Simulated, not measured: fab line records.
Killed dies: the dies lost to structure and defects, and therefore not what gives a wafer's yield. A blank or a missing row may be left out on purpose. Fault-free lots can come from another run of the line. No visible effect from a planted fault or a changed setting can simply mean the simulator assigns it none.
Chamber matching	flow nand-harc	rie-diel-08 running NHARC_P_M1_DESCUM_14: 4 sister chambers
The step chemistry O2, time 3 s. 22 wafers are shown with their chamber, then 11 later ones without.

== WAFERS PAIRED WITH THEIR CHAMBERS ==
wafer	chamber	drypump-motor-current-A (A)	showerhead-plenum-p-Torr (Torr)	rf-vpp-V (V)
L074.1	1	6.5	1.84	58.3
L074.2	2	5.9	1.89	56.9
L074.5	3	5.7	1.98	57.4
L078.1	3	5.7	1.98	56.9
L078.2	0	5.1	1.87	58.6
L078.6	1	6.5	1.84	58.0
L079.2	1	6.5	1.84	56.8
L079.5	3	5.7	1.98	57.6
L079.6	0	5.0	1.87	57.8
L082.2	2	5.9	1.89	57.6
L082.4	3	5.7	1.98	58.1
L082.5	0	5.0	1.87	58.9
L083.1	1	6.5	1.84	57.4
L083.2	0	5.1	1.86	58.1
L083.4	2	5.9	1.88	59.7
L085.1	2	5.9	1.88	56.6
L085.2	0	5.1	1.86	57.4
L085.5	0	5.1	1.86	58.2
L088.3	1	6.5	1.84	56.3
L088.5	1	6.5	1.84	58.0
L088.6	0	5.0	1.86	57.8
L090.2	3	5.7	1.98	57.6

SIGNATURES, as means of the wafers listed above
reading	chamber 0	chamber 1	chamber 2	chamber 3	scatter within a chamber
drypump-motor-current-A	5.057	6.500	5.900	5.700	0.0309
showerhead-plenum-p-Torr	1.8643	1.8400	1.8850	1.9800	0.00388
rf-vpp-V	58.114	57.467	57.700	57.520	0.791
Rule: a wafer's distance from a chamber is the root of the sum, over the readings, of the square of ((its reading less the chamber's mean) divided by the reading's scatter). If the next closest chamber is less than 2 further off than the closest, the wafer can't be placed; otherwise it belongs to the closest. The scatter: the root of (the sum of the squares of (reading less its chamber's mean) over the shown wafers, divided by (wafers less chambers)).

== WAFERS WHOSE CHAMBER IS MISSING ==
wafer	drypump-motor-current-A (A)	showerhead-plenum-p-Torr (Torr)	rf-vpp-V (V)
L090.5	6.5	1.84	56.8
L090.6	5.9	1.88	58.2
L091.1	5.7	1.98	57.5
L091.2	5.1	1.86	57.8
L091.3	5.9	1.88	58.3
L093.4	5.7	1.98	57.5
L093.5	5.9	1.88	58.9
L093.6	6.5	1.84	57.2
L094.1	5.1	1.86	57.0
L094.3	6.5	1.84	57.7
L094.6	5.7	1.98	58.7

== WHICH CHAMBER EACH ONE RAN IN ==
wafer	from the rows above	in truth
L090.5	1	1
L090.6	2	2
L091.1	3	3
L091.2	0	0
L091.3	2	2
L093.4	3	3
L093.5	2	2
L093.6	1	1
L094.1	0	0
L094.3	1	1
L094.6	3	3
Correct placement for 11 of the 11. Not placeable from these rows: 0. Wrongly placed: 0.
